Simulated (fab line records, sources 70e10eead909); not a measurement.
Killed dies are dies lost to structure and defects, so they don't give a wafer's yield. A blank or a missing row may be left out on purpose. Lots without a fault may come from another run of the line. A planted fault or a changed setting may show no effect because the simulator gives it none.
fab line records | flow nand_harc
record lots=5 wafers=15 last_day=31
route steps=1302 shown A_CHANNEL_HOLE_D1@486 A_CHANNEL_FILL_D1@490 A_DECK1_JOINT@518 END@1301
lots that met no fault: from a run of the same line without faults
start_h: hours from the record's first day to the start of the lot's first wafer shown | wait_h: hours since the lot's step before | " the same as in the row above | L1.1+2: a row that stands for several wafers | - no value, or no start given | * or withheld: withheld | < > ~ a bound
route shown NAME@n: a module of which the file shows steps, and the number in the route of the first | usual: mean/standard deviation of fault-free wafers | same: alike in all rows | chamber/n: place in a boat | sites: the reading at each site | _std_site: their standard deviation | _edge_site: outer sites' mean less inner sites' | radius_mm: how far each site lies from the wafer's centre | mask NAME#n: copy n | behind: the tool/chamber that last shaped the wafer | hold: why the lot was held/for how many hours/how that ended | device: the transistor (n, p or np) that didn't switch | end of line: the same wafers' tests at the end of the route | a step without rows: its recipe alone | killed: dies lost to structure and defects at the first sort, not the wafer's yield | map: a wafer's dies, x killed, . not, _ none there
set.NAME: the setting as run; set.NAME@STEP: as run at that earlier step | model.NAME: the simulator's own value behind a step, which no gauge read
lots at some steps of the route; a table a step, a row a wafer
services: from which hour (start_h, from the record's first day; less than 0 if before it) a tool's chamber was out of use, for how many hours, and why
## steps
# step NHARC_A_CHANNEL_HOLE_D1_SRD_29
# step NHARC_A_CHANNEL_HOLE_D1_CD_MEAS_30
# usual cd_nm=89.7/1.3
# columns lot.wafer tool chamber start_h wait_h cd_nm
L250.1 cd_sem-03 - 190.75 - 87.6
L250.4 " - " " 88.1
L250.6 " - " " 87.3
L257.1 cd_sem-03 - 267.71 - 89.5
L257.3 " - " " 90.5
L257.6 " - " " 88.8
L258.1 cd_sem-01 - 275.25 - 88.3
L258.3 " - " " 88.9
L258.4 " - " " 89.6
L261.1 cd_sem-03 - 287.71 - 88.9
L261.2 " - " " 87.7
L261.6 " - " " 88.5
L268.4 cd_sem-02 - 373.98 - 89.1
L268.5 " - " " 88.1
L268.6 " - " " 90.8
# step NHARC_A_CHANNEL_HOLE_D1_XSEM_31
# recipe landing_energy_ev=35000
# step NHARC_A_CHANNEL_HOLE_D1_INSPECT_40
# usual raw_defect_count=79/24
# columns lot.wafer tool chamber start_h wait_h raw_defect_count
L250.1 defect_inspect-01 - 190.94 - 111
L250.4 " - " " 104
L250.6 " - " " 69
L257.1 defect_inspect-02 - 267.90 - 57
L257.3 " - " " 67
L257.6 " - " " 58
L258.1 defect_inspect-02 - 275.44 - 87
L258.3 " - " " 93
L258.4 " - " " 80
L261.1 defect_inspect-01 - 287.90 - 95
L261.2 " - " " 110
L261.6 " - " " 100
L268.4 defect_inspect-02 - 374.17 - 79
L268.5 " - " " 76
L268.6 " - " " 139
# step NHARC_A_CHANNEL_FILL_D1_PRECLEAN_00
# recipe time_s=* temp_c=50 bath_age_min=0 chemistry=SC1
# step NHARC_A_CHANNEL_FILL_D1_SRD_01
# step NHARC_A_CHANNEL_FILL_D1_ALD_02
# recipe target_thk_a=60 pulse_time_s=10 ald_cycles=60 temp_c=300 material=SiO2
# step NHARC_A_CHANNEL_FILL_D1_ALD_03
# recipe target_thk_a=60 pulse_time_s=60 ald_cycles=58 temp_c=630 pressure_torr=2 material=SiNx
# step NHARC_A_CHANNEL_FILL_D1_ALD_14
# recipe target_thk_a=25 pulse_time_s=10 ald_cycles=25 temp_c=300 material=SiO2
# usual heater_power_w=480/37 precursor_pulse_height_rel=0.998/0.021
# columns lot.wafer tool chamber start_h wait_h heater_power_w precursor_pulse_height_rel
L250.4 ald_hk-04 1 198.12 0.0 477 0.964
L250.1 " 3 " " 524 1.018
L250.6 " 2 " " 416 1.020
L257.1 ald_hk-02 2 274.05 0.1 470 1.022
L257.3 " 3 " " 495 0.993
L257.6 " 1 " " 465 0.988
L258.3 ald_hk-04 2 282.66 0.0 425 0.995
L258.1 " 3 " " 519 1.008
L258.4 " 1 " " 467 0.996
L261.1 ald_hk-01 2 295.56 0.1 454 0.988
L261.2 " 3 " " 525 0.992
L261.6 " 2 " " 450 1.021
L268.4 ald_hk-02 2 381.47 0.1 506 1.033
L268.5 " 1 " " 476 0.993
L268.6 " 2 " " 490 0.972
# step NHARC_A_CHANNEL_FILL_D1_ALD_15
# recipe target_thk_a=20 pulse_time_s=60 ald_cycles=19 temp_c=630 pressure_torr=2 material=SiNx
# step NHARC_A_CHANNEL_FILL_D1_ALD_16
# recipe target_thk_a=15 pulse_time_s=10 ald_cycles=15 temp_c=300 material=SiO2
# step NHARC_A_CHANNEL_FILL_D1_ANNEAL_17
# recipe temp_c=850 time_s=1800
# step NHARC_A_CHANNEL_FILL_D1_CVD_18
# recipe target_thk_a=30 temp_c=550 material=poly-Si
# usual spike_tc_bottom_C=571.5/2.1 spike_tc_centre_C=549.8/1.2 spike_tc_lower_C=550.9/1.6 spike_tc_top_C=569.5/2 spike_tc_upper_C=549.1/1.2 tube_center_temp_C=550/0.049
# columns lot.wafer tool chamber start_h wait_h spike_tc_bottom_C spike_tc_centre_C spike_tc_lower_C spike_tc_top_C spike_tc_upper_C tube_center_temp_C
L250.1 lpcvd_poly-03 0 218.05 - 568.7 551.5 549.4 569.2 550.2 550.05
L250.4 " 0 " " 567.9 551.1 548.8 569.9 548.5 550.01
L250.6 " 0 " " 568.9 551.7 550.6 572.5 550.4 549.97
L257.1 lpcvd_poly-01 0 289.05 - 572.6 549.8 553.3 572.3 547.9 549.95
L257.3 " 0 " " 572.7 550.5 550.7 569.9 549.5 550.11
L257.6 " 0 " " 572.7 550.2 551.4 573.5 550.7 550
L258.1 lpcvd_poly-03 0 297.74 - 569.9 549.6 549.9 570.5 550.0 549.98
L258.3 " 0 " " 568.4 549.0 547.0 570.0 551.1 550.04
L258.4 " 0 " " 570.0 550.1 550.5 569.6 549.0 550
L261.1 lpcvd_poly-02 0 310.45 - 585.2 562.3 565.1 581.6 562.2 563.59
L261.2 " 0 " " 586.4 563.6 566.1 580.9 560.9 563.55
L261.6 " 0 " " 587.2 562.6 566.2 580.0 563.0 563.51
L268.4 lpcvd_poly-02 0 396.33 - 572.7 549.1 551.4 567.1 547.0 550.03
L268.5 " 0 " " 574.4 549.3 551.1 565.6 546.7 549.99
L268.6 " 0 " " 574.3 548.9 552.2 567.8 549.0 550.02
# step NHARC_A_CHANNEL_FILL_D1_ETCHBACK_19
# recipe target_depth_a=50 time_s=1.7 hbr_flow_sccm=150 cl2_flow_sccm=50 rf_w=400 icp_w=400 bias_w=100 chemistry=HBr/Cl2
# usual drypump_motor_current_A=5.6/0.45 oes_product_au=1.001/0.01 throttle_valve_pct=26.405/0.0089
# same time_s=1.7
# columns lot.wafer tool chamber start_h wait_h drypump_motor_current_A oes_product_au rf_hours_counter_h throttle_valve_pct
L250.1 rie_si-03 2 220.11 0.4 5.9 0.997 0.9 26.393
L250.4 " 0 " " 5.1 1.001 - 26.409
L250.6 " 1 " " 5.6 1.011 - 26.404
L257.3 rie_si-03 0 291.13 0.4 5.2 1.024 0.4 26.425
L257.1 " 2 " " 5.9 0.993 0.4 26.398
L257.6 " 3 " " 5.0 1.010 - 26.392
L258.3 rie_si-04 0 299.83 0.4 6.0 0.991 0.8 26.410
L258.1 " 1 " " 5.5 1.012 0.8 26.401
L258.4 " 2 " " 6.5 1.001 0.7 26.401
L261.2 rie_si-06 3 312.54 0.4 5.0 1.001 0.3 26.422
L261.1 " 2 " " 6.1 1.010 0.4 26.391
L261.6 " 0 " " 5.9 1.027 - 26.409
L268.4 rie_si-04 1 398.40 0.4 5.5 1.011 0.2 26.396
L268.5 " 1 " " 5.5 1.013 - 26.407
L268.6 " 2 " " 6.5 0.989 - 26.411
# step NHARC_A_CHANNEL_FILL_D1_ETCHBACK_20
# recipe target_depth_a=270 time_s=13.5 c4f8_flow_sccm=withheld o2_flow_sccm=8 ar_flow_sccm=withheld rf_w=600 bias_w=1500 chemistry=C4F8/O2/Ar
# step NHARC_A_CHANNEL_FILL_D1_STRIP_28
# recipe time_s=20 o2_flow_sccm=500 ar_flow_sccm=0 bias_w=0 chemistry=O2
# step NHARC_A_CHANNEL_FILL_D1_PRECLEAN_21
# recipe time_s=30 chemistry=dHF
# step NHARC_A_CHANNEL_FILL_D1_SRD_23
# step NHARC_A_CHANNEL_FILL_D1_CVD_05
# recipe target_thk_a=50 temp_c=550 material=poly-Si
# step NHARC_A_CHANNEL_FILL_D1_ANNEAL_22
# recipe temp_c=620 time_s=7200
# step NHARC_A_CHANNEL_FILL_D1_ALD_25
# recipe target_thk_a=600 pulse_time_s=10 ald_cycles=600 temp_c=300 material=SiOx
# usual heater_power_w=475/35 precursor_pulse_height_rel=1.000/0.02
# columns lot.wafer tool chamber start_h wait_h heater_power_w precursor_pulse_height_rel
L250.1 ald_hk-04 3 233.60 0.1 527 1.002
L250.4 " 1 234.84 1.3 484 0.994
L250.6 " 3 236.09 2.5 520 1.009
L257.1 ald_hk-04 3 304.25 1.3 506 1.006
L257.3 " 0 " " 441 1.007
L257.6 " 1 " " 472 1.025
L258.4 ald_hk-01 0 312.39 0.3 469 0.956
L258.1 " 2 313.63 1.6 471 1.001
L258.3 " 3 " " 476 1.011
L261.2 ald_hk-02 0 324.98 0.1 447 0.996
L261.1 " 3 326.81 1.9 513 1.005
L261.6 " 1 328.04 3.1 462 1.022
L268.4 ald_hk-01 0 407.31 0.1 478 1.008
L268.5 " 0 409.78 2.5 468 1.007
L268.6 " 1 " " 535 0.995
# step NHARC_A_CHANNEL_FILL_D1_ETCHBACK_08
# recipe target_depth_a=2200 time_s=110 c4f8_flow_sccm=20 ar_flow_sccm=withheld rf_w=600 bias_w=300 chemistry=C4F8
# step NHARC_A_CHANNEL_FILL_D1_STRIP_29
# recipe time_s=20 o2_flow_sccm=500 ar_flow_sccm=0 bias_w=0 chemistry=O2
# step NHARC_A_CHANNEL_FILL_D1_PRECLEAN_30
# recipe time_s=30 chemistry=dHF
# step NHARC_A_CHANNEL_FILL_D1_SRD_31
# step NHARC_A_CHANNEL_FILL_D1_CVD_09
# recipe target_thk_a=1500 temp_c=620 pressure_mtorr=200 time_s=3000 material=poly-Si
# step NHARC_A_CHANNEL_FILL_D1_CMP_10
# recipe target_thk_nm=150
# usual motor_current_A=11.3/1.2 retaining_ring_pressure_frac=1.000/0.0047 slurry_filter_dp_kPa=13.49/0.14 slurry_flow_ml_min=150.0/0.47 time_to_endpoint_s=15.0/2.2
# columns lot.wafer tool chamber start_h wait_h motor_current_A retaining_ring_pressure_frac slurry_filter_dp_kPa slurry_flow_ml_min time_to_endpoint_s
L250.1 cmp-04 3 245.04 0.4 9.8 0.995 13.65 149.3 17.6
L250.4 " 1 " " 11.4 0.998 13.69 149.5 16.8
L250.6 " 3 " " 10.3 0.992 13.54 150.7 14.0
L257.3 cmp-01 2 314.38 0.4 12.3 1.006 13.59 151.2 14.9
L257.1 " 0 " " 11.4 1.007 13.66 150.0 19.6
L257.6 " 1 " " 13.7 0.999 13.43 151.2 17.2
L258.3 cmp-02 1 323.79 0.4 12.1 0.999 13.36 149.8 12.4
L258.4 " 2 " " 11.3 0.993 13.71 149.4 12.3
L258.1 " 3 " " 9.7 0.994 13.43 149.1 14.5
L261.2 cmp-04 0 334.41 0.4 13.1 1.004 13.51 150.2 19.3
L261.1 " 2 " " 10.0 0.997 13.47 149.3 18.7
L261.6 " 0 " " 12.2 0.999 13.16 150.3 16.3
L268.4 cmp-04 1 418.78 0.4 11.0 1.006 13.40 150.2 13.8
L268.6 " 2 " " 10.3 1.004 13.58 150.1 15.5
L268.5 " 3 " " 9.7 0.998 13.34 149.9 13.5
# step NHARC_A_CHANNEL_FILL_D1_SRD_12
# step NHARC_A_CHANNEL_FILL_D1_INSPECT_13
# usual raw_defect_count=293/110
# columns lot.wafer tool chamber start_h wait_h raw_defect_count
L250.1 defect_inspect-02 - 245.42 0.0 139
L250.4 " - " " 241
L250.6 " - " " 122
L257.1 defect_inspect-02 - 314.77 0.0 193
L257.3 " - " " 319
L257.6 " - " " 236
L258.1 defect_inspect-01 - 324.17 0.0 348
L258.3 " - " " 281
L258.4 " - " " 360
L261.1 defect_inspect-02 - 334.80 0.0 324
L261.2 " - " " 276
L261.6 " - " " 360
L268.4 defect_inspect-02 - 419.12 0.0 330
L268.5 " - " " 368
L268.6 " - " " 344
# step NHARC_A_DECK1_JOINT_ETCHBACK_07
# recipe target_depth_a=1050 time_s=26.9 hbr_flow_sccm=150 rf_w=350 icp_w=350 bias_w=60 chemistry=HBr
# usual drypump_motor_current_A=5.9/0.49 oes_product_au=0.999/0.01 throttle_valve_pct=23.265/0.0089
# same time_s=26.9
# columns lot.wafer tool chamber start_h wait_h drypump_motor_current_A oes_product_au rf_hours_counter_h throttle_valve_pct
L250.4 rie_si-02 0 245.51 0.1 5.4 0.998 0.8 23.258
L250.1 " 1 " " 5.2 0.973 0.9 23.267
L250.6 " 3 " " 6.8 1.001 - 23.272
L257.3 rie_si-05 1 314.86 0.1 6.0 0.994 0 23.263
L257.1 " 2 " " 6.3 0.993 0 23.274
L257.6 " 0 " " 6.1 1.010 - 23.250
L258.3 rie_si-02 2 324.25 0.1 5.6 1.002 0.1 23.252
L258.1 " 3 " " 6.8 0.983 0.2 23.273
L258.4 " 0 " " 5.4 1.012 0.3 23.266
L261.1 rie_si-01 0 334.88 0.1 5.9 1.016 0.8 23.263
L261.2 " 2 " " 5.4 1.006 0.9 23.260
L261.6 " 3 " " 6.5 1.002 - 23.285
L268.4 rie_si-05 1 419.19 0.1 6.1 1.003 0.6 23.270
L268.6 " 0 " " 6.1 1.004 - 23.268
L268.5 " 1 " " 6.0 1.001 - 23.268
# step NHARC_A_DECK1_JOINT_ETCH_25
# recipe target_depth_a=5 chemistry=dHF material=SiO2
# step NHARC_A_DECK1_JOINT_ETCH_19
# recipe temp_c=25 target_depth_a=30 chemistry=TMAH material=poly-Si
# step NHARC_A_DECK1_JOINT_ETCH_18
# recipe target_depth_a=30 chemistry=dHF material=SiO2
# step NHARC_A_DECK1_JOINT_WET_08
# recipe temp_c=160 time_s=86 chemistry=H3PO4
# step NHARC_A_DECK1_JOINT_ETCH_09
# recipe target_depth_a=50 chemistry=dHF material=SiO2
# step NHARC_A_DECK1_JOINT_WET_10
# recipe temp_c=160 time_s=86 chemistry=H3PO4
# step NHARC_A_DECK1_JOINT_ETCH_11
# recipe target_depth_a=350 chemistry=dHF material=SiO2
# step NHARC_A_DECK1_JOINT_CVD_12
# recipe target_thk_a=900 temp_c=620 pressure_mtorr=200 time_s=1800 material=poly-Si
# step NHARC_A_DECK1_JOINT_CMP_13
# recipe target_thk_nm=51.023
# step NHARC_END_WLT_00
# usual VT_DECK1_BOTTOM=0.874/0.0066 VT_DECK1_BOTTOM_INNER=0.873/0.0062 VT_DECK1_MEDIAN_NEAR_BOTTOM=0.874/0.0069 VT_DECK1_MEDIAN_NEAR_BOTTOM_INNER=0.875/0.0062 VT_DECK1_MIDDLE=0.887/0.0054 VT_DECK1_MIDDLE_INNER=0.888/0.0061 VT_DECK1_TOP=0.899/0.0066 VT_DECK1_TOP_INNER=0.899/0.0067 VT_DECK2_BOTTOM=0.872/0.0076 VT_DECK2_BOTTOM_INNER=0.873/0.0076 VT_DECK2_MEDIAN_NEAR_BOTTOM=0.874/0.0079 VT_DECK2_MEDIAN_NEAR_BOTTOM_INNER=0.873/0.0077 VT_DECK2_MIDDLE=0.886/0.0078 VT_DECK2_MIDDLE_INNER=0.885/0.0072 VT_DECK2_TOP=0.897/0.0083 VT_DECK2_TOP_INNER=0.898/0.0083
# columns lot.wafer tool chamber start_h wait_h hold VT_DECK1_BOTTOM VT_DECK1_BOTTOM_INNER VT_DECK1_MEDIAN_NEAR_BOTTOM VT_DECK1_MEDIAN_NEAR_BOTTOM_INNER VT_DECK1_MIDDLE VT_DECK1_MIDDLE_INNER VT_DECK1_TOP VT_DECK1_TOP_INNER VT_DECK2_BOTTOM VT_DECK2_BOTTOM_INNER VT_DECK2_MEDIAN_NEAR_BOTTOM VT_DECK2_MEDIAN_NEAR_BOTTOM_INNER VT_DECK2_MIDDLE VT_DECK2_MIDDLE_INNER VT_DECK2_TOP VT_DECK2_TOP_INNER
L250.1 prober-01 - 577.63 7.9 - 0.867 0.855 0.868 0.869 0.881 0.891 0.899 0.893 0.877 0.892 0.885 0.874 0.893 0.884 0.890 0.897
L250.4 " - 579.12 9.4 - 0.869 0.869 0.872 0.873 0.892 0.888 0.899 0.904 0.874 0.869 0.880 0.878 0.893 0.884 0.897 0.893
L250.6 " - 580.12 10.3 - 0.869 0.868 0.869 0.868 0.889 0.880 0.898 0.907 0.870 0.883 0.871 0.877 0.884 0.884 0.889 0.900
L257.1 prober-01 - 638.17 0.0 - 0.873 0.869 0.879 0.869 0.891 0.884 0.898 0.908 0.862 0.853 0.861 0.864 0.866 0.869 0.881 0.884
L257.3 " - 639.17 1.0 - 0.869 0.877 0.868 0.879 0.881 0.888 0.897 0.897 0.858 0.867 0.862 0.863 0.874 0.870 0.889 0.880
L257.6 " - 640.67 2.5 - 0.874 0.870 0.872 0.870 0.888 0.889 0.893 0.900 0.864 0.864 0.866 0.861 0.876 0.876 0.886 0.891
L261.1 prober-01 - 662.09 3.5 await_dispo/0.2h/release 0.915 0.931 0.932 0.920 0.940 0.947 0.951 0.956 0.887 0.884 0.886 0.880 0.896 0.894 0.915 0.907
L261.2 " - " " await_dispo/0.2h/release 0.914 0.920 0.918 0.911 0.937 0.936 0.956 0.954 0.869 0.878 0.881 0.883 0.897 0.885 0.900 0.910
L261.6 " - 664.60 6.0 await_dispo/0.2h/release 0.922 0.917 0.920 0.931 0.939 0.946 0.958 0.955 0.874 0.875 0.878 0.875 0.891 0.886 0.912 0.904
L261.1 prober-01 - 669.90 7.3 - 0.923 0.916 0.930 0.924 0.943 0.940 0.959 0.956 0.892 0.883 0.881 0.879 0.903 0.890 0.907 0.912
L261.2 " - " " - 0.919 0.918 0.909 0.918 0.948 0.940 0.963 0.958 0.872 0.881 0.877 0.871 0.895 0.892 0.904 0.904
L261.6 " - 672.41 7.3 - 0.920 0.929 0.921 0.922 0.941 0.950 0.955 0.961 0.880 0.882 0.877 0.877 0.897 0.889 0.898 0.905
L258.1 prober-02 - 662.14 3.6 - 0.863 0.867 0.874 0.875 0.893 0.885 0.895 0.897 0.870 0.871 0.867 0.867 0.878 0.879 0.895 0.889
L258.3 " - 663.15 4.6 - 0.873 0.871 0.884 0.873 0.895 0.886 0.891 0.905 0.874 0.876 0.874 0.862 0.881 0.888 0.887 0.897
L258.4 " - " " - 0.870 0.874 0.872 0.874 0.886 0.882 0.895 0.903 0.875 0.879 0.874 0.874 0.880 0.880 0.885 0.890
L268.4 prober-02 - 737.60 1.6 - 0.865 0.870 0.861 0.871 0.880 0.885 0.889 0.896 0.881 0.880 0.883 0.885 0.896 0.883 0.909 0.910
L268.5 " - " " - 0.864 0.864 0.862 0.869 0.883 0.883 0.891 0.901 0.882 0.881 0.880 0.886 0.892 0.895 0.904 0.911
L268.6 " - " " - 0.879 0.874 0.871 0.873 0.897 0.881 0.893 0.891 0.878 0.877 0.891 0.876 0.896 0.896 0.908 0.901
# step NHARC_END_SORT_01
# recipe temp_c=25
# usual killed_at_array=58/17 killed_at_other=1.0/1.4 killed_at_periphery=3.6/2.4 killed_dies=62/17 killed_open=3.4/2 killed_short=2.2/1.6
# same gross_dies=677
# columns lot.wafer tool chamber start_h wait_h hold killed_at_array killed_at_other killed_at_periphery killed_dies killed_open killed_short
L250.1 prober-01 0 580.62 2.5 - 64 2 2 68 3 6
L250.4 prober-01 0 583.04 3.4 - 71 4 0 75 8 1
L250.6 prober-01 0 584.65 4.0 - 80 6 3 89 5 3
L257.1 prober-01 0 641.17 2.5 - 52 0 2 54 2 6
L257.3 prober-01 0 642.81 3.1 - 49 0 7 56 2 4
L257.6 prober-01 0 645.28 4.1 - 62 1 8 71 4 7
L258.1 prober-02 0 665.18 2.5 - 52 0 2 54 2 3
L258.3 prober-02 0 666.79 3.1 - 59 2 1 62 4 2
L258.4 prober-02 0 667.60 3.4 - 62 0 2 64 3 4
L261.1 prober-01 0 674.96 4.6 await_dispo/2.0h/release 55 3 5 63 2 2
L261.2 prober-01 0 675.76 4.9 await_dispo/2.0h/release 48 1 10 59 0 1
L261.6 prober-01 0 678.95 6.0 await_dispo/2.0h/release 49 0 6 55 3 1
L268.4 prober-02 0 741.52 3.4 - 51 0 4 55 4 0
L268.5 prober-02 0 742.32 3.7 - 48 1 5 54 6 3
L268.6 prober-02 0 743.12 4.0 - 44 2 2 48 2 4
# killed by level:class
L250.1 A_CHANNEL_HOLE_D1:chamber_film_flake=28 A_SLIT:chamber_film_flake=18 A_CONTACT:chamber_film_flake=4 A_CHANNEL_HOLE_D2:chamber_film_flake=4 A_SGD_CUT:geometric_particle:short=3 A_STAIRCASE:chamber_film_flake=2 THIN_TSV:chamber_film_flake=2 P_M2:geometric_particle:open=1
L250.4 A_CHANNEL_HOLE_D1:chamber_film_flake=31 A_SLIT:chamber_film_flake=17 A_CHANNEL_HOLE_D2:chamber_film_flake=6 THIN_TSV:chamber_film_flake=4 A_CONTACT:chamber_film_flake=4 A_STAIRCASE:chamber_film_flake=3 A_CHANNEL_FILL_D2:geometric_particle:open=2 A_CHANNEL_HOLE_D2:geometric_particle:open=1
L250.6 A_SLIT:chamber_film_flake=30 A_CHANNEL_HOLE_D1:chamber_film_flake=26 A_CONTACT:chamber_film_flake=9 A_CHANNEL_HOLE_D2:chamber_film_flake=7 THIN_TSV:chamber_film_flake=6 P_GATE:geometric_particle:open=1 P_CONTACT:geometric_particle:short=1 P_M2:geometric_particle:open=1
L257.1 A_SLIT:chamber_film_flake=25 A_CHANNEL_HOLE_D2:chamber_film_flake=7 A_CHANNEL_HOLE_D1:chamber_film_flake=3 A_DECK1_JOINT:chamber_film_flake=3 A_DECK1_JOINT:geometric_particle:short=2 A_CHANNEL_FILL_D2:geometric_particle:short=2 A_M0:geometric_particle:open=2 A_CHANNEL_FILL_D2:chamber_film_flake=2
L257.3 A_SLIT:chamber_film_flake=20 A_CHANNEL_HOLE_D2:chamber_film_flake=11 A_CHANNEL_HOLE_D1:chamber_film_flake=5 A_STAIRCASE:chamber_film_flake=3 A_WL_FILL:chamber_film_flake=3 P_STI:chamber_film_flake=2 A_CONTACT:chamber_film_flake=2 P_CONTACT:geometric_particle:open=1
L257.6 A_SLIT:chamber_film_flake=31 A_CHANNEL_HOLE_D2:chamber_film_flake=6 A_CHANNEL_HOLE_D1:chamber_film_flake=3 A_DECK1_JOINT:chamber_film_flake=3 A_STAIRCASE:chamber_film_flake=3 A_WL_FILL:geometric_particle:short=2 P_ZERO_WELL:chamber_film_flake=2 P_STI:chamber_film_flake=2
L258.1 A_CHANNEL_HOLE_D1:chamber_film_flake=26 A_CHANNEL_HOLE_D2:chamber_film_flake=12 A_STAIRCASE:chamber_film_flake=4 A_SLIT:chamber_film_flake=3 A_CONTACT:chamber_film_flake=3 P_GATE:geometric_particle:open=1 P_M0:geometric_particle:open=1 A_ONON_D1:geometric_particle:short=1
L258.3 A_CHANNEL_HOLE_D1:chamber_film_flake=25 A_CHANNEL_HOLE_D2:chamber_film_flake=16 A_STAIRCASE:chamber_film_flake=5 A_SLIT:chamber_film_flake=2 A_DECK1_JOINT:chamber_film_flake=2 A_CHANNEL_FILL_D2:chamber_film_flake=2 P_CONTACT:geometric_particle:short=1 A_ONON_D1:geometric_particle:open=1
L258.4 A_CHANNEL_HOLE_D1:chamber_film_flake=32 A_CHANNEL_HOLE_D2:chamber_film_flake=16 A_STAIRCASE:chamber_film_flake=4 A_ONON_D1:geometric_particle:short=2 A_SLIT:chamber_film_flake=2 A_CONTACT:chamber_film_flake=2 P_CONTACT:geometric_particle:open=1 P_M0:geometric_particle:short=1
L261.1 A_CHANNEL_HOLE_D1:chamber_film_flake=36 P_BONDPAD:chamber_film_flake=4 A_CHANNEL_HOLE_D2:unspecified=3 A_SGD_CUT:chamber_film_flake=3 A_WL_FILL:geometric_particle:short=2 A_CHANNEL_FILL_D1:chamber_film_flake=2 A_STAIRCASE:chamber_film_flake=2 A_SLIT:chamber_film_flake=2
L261.2 A_CHANNEL_HOLE_D1:chamber_film_flake=30 A_STAIRCASE:chamber_film_flake=8 P_BONDPAD:chamber_film_flake=6 A_CONTACT:chamber_film_flake=5 A_WL_FILL:chamber_film_flake=2 P_CONTACT:geometric_particle:short=1 P_ZERO_WELL:chamber_film_flake=1 P_GATE:chamber_film_flake=1
L261.6 A_CHANNEL_HOLE_D1:chamber_film_flake=32 P_BONDPAD:chamber_film_flake=5 A_STAIRCASE:chamber_film_flake=5 A_CHANNEL_FILL_D2:chamber_film_flake=3 A_WL_FILL:chamber_film_flake=3 A_CHANNEL_HOLE_D1:geometric_particle:open=1 A_CHANNEL_FILL_D2:geometric_particle:open=1 A_WL_FILL:geometric_particle:short=1
L268.4 A_CHANNEL_HOLE_D1:chamber_film_flake=28 A_SLIT:chamber_film_flake=5 A_WL_FILL:chamber_film_flake=5 A_CONTACT:chamber_film_flake=4 A_CHANNEL_HOLE_D2:chamber_film_flake=3 A_DECK1_JOINT:geometric_particle:open=2 P_GATE:chamber_film_flake=2 P_M0:geometric_particle:open=1
L268.5 A_CHANNEL_HOLE_D1:chamber_film_flake=23 A_CONTACT:chamber_film_flake=8 A_WL_FILL:chamber_film_flake=4 P_GATE:chamber_film_flake=3 A_CHANNEL_HOLE_D2:chamber_film_flake=2 P_M0:geometric_particle:open=1 A_SOURCE_PLATE:geometric_particle:short=1 A_ONON_D1:geometric_particle:open=1
L268.6 A_CHANNEL_HOLE_D1:chamber_film_flake=30 A_SLIT:chamber_film_flake=3 A_CHANNEL_HOLE_D1:geometric_particle:short=2 A_WL_FILL:chamber_film_flake=2 A_CONTACT:chamber_film_flake=2 THIN_TSV:chamber_film_flake=2 P_STI:geometric_particle:short=1 A_CHANNEL_FILL_D2:geometric_particle:short=1
# map L261.1 (x killed, . not)
____________.____________
_________......._________
_______..........._______
______.............______
_____......x...x...._____
____x..............x.____
____...xx........x...____
___x.xx.x.............___
___xx.xx...x...x......___
__xx...................__
__xxxxx.x............x.__
_xxxxxx.............x..._
_.xxxx.................._
_x..xxxx................_
_x......x..............._
_...x..................._
.........................
.x.....x.................
.........................
.........................
.x..x.....x..............
_...............x......._
_...x..................._
_.................x....._
_...................x..._
_......................._
__.....................__
__.....................__
___...x.x.......x.....___
___...............xx..___
____..............x..____
____................x____
_____..x...x........_____
______.............______
_______..........._______
_________......._________
____________.____________
# map L268.4 (x killed, . not)
____________.____________
_________....x.._________
_______.........x._______
______............x______
_____.....x....xx..._____
____.xx..............____
____..x..............____
___x.x................___
___.xxx.x........x....___
__..x..................__
__.x.xxx...............__
_..xxxx................._
_.x..xx................._
_.x.xxx................._
_..xx.x......x......x..._
_.................x....._
..x...............x......
.........................
.........................
............x............
x........................
_........x.....x.x......_
_..x......x............._
_x......................_
_......................._
_x......................_
__.......x..x..........__
__.....................__
___................x..___
___..............x....___
____.................____
____.................____
_____x...........x.._____
______.............______
_______..........._______
_________......._________
____________.____________
## services
# columns tool chamber start_h hours kind
ald_hk-02 - 181.23 2.3 repair
rie_si-05 3 187.47 11.6 repair
rie_si-05 1 204.08 2.2 repair
lpcvd_poly-02 - 207.10 26.0 pm
cmp-04 - 209.00 4.0 pm
rie_si-03 3 217.14 5.6 repair
rie_si-03 - 221.00 9.0 pm
rie_si-02 1 240.69 1.3 repair
cmp-04 - 253.69 2.8 repair
ald_hk-04 - 259.62 10.0 pm
ald_hk-02 - 269.43 1.3 repair
rie_si-02 - 277.00 9.0 pm
rie_si-03 - 280.64 0.3 repair
rie_si-04 2 288.57 5.8 repair
ald_hk-01 - 298.65 10.0 pm
cmp-04 - 303.00 1.7 repair
rie_si-05 - 305.00 9.0 pm
cmp-04 - 307.00 4.0 pm
rie_si-02 - 307.67 0.7 repair
cmp-04 - 318.89 0.9 repair
ald_hk-02 - 350.11 10.0 pm
cmp-04 - 374.60 4.6 repair
cmp-04 - 401.83 0.9 repair
cmp-04 - 405.00 4.0 pm
## key
first_sign step=NHARC_A_CHANNEL_FILL_D1_CVD_18 reading=tube_center_temp_C direction=up sigmas=99+ usual=* struck=*
effect step=NHARC_A_CHANNEL_FILL_D1_CVD_18 reading=spike_tc_centre_C direction=up sigmas=11 usual=549.8 struck=562.8
effect step=NHARC_END_WLT_00 reading=VT_DECK1_MIDDLE direction=up sigmas=9.6 usual=0.887 struck=0.939
effect step=NHARC_END_SORT_01 reading=hold direction=added
met_at NHARC_A_CHANNEL_FILL_D1_CVD_18
struck_wafers L261.1,L261.2,L261.6
tester_left_out L261
fault kind=process_parameter_drift tool=lpcvd_poly-02 chamber=- onset_h=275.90 steps=NHARC_P_GATE_CVD_17,NHARC_A_SOURCE_PLATE_CVD_03,NHARC_A_CHANNEL_FILL_D1_CVD_18,NHARC_A_CHANNEL_FILL_D1_CVD_05,NHARC_A_CHANNEL_FILL_D1_CVD_09,NHARC_A_DECK1_JOINT_CVD_12,NHARC_A_CHANNEL_FILL_D2_CVD_18,NHARC_A_CHANNEL_FILL_D2_CVD_05,+2 channel=temp_c offset=* shape=step end_h=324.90
# tester_left_out: of these lots the tester's yield and bins aren't shown, on N5 and GAA mostly nor the transistor test; their killed dies are dies lost to structure and defects alone, not to doping, threshold or leakage, so they don't give the yield
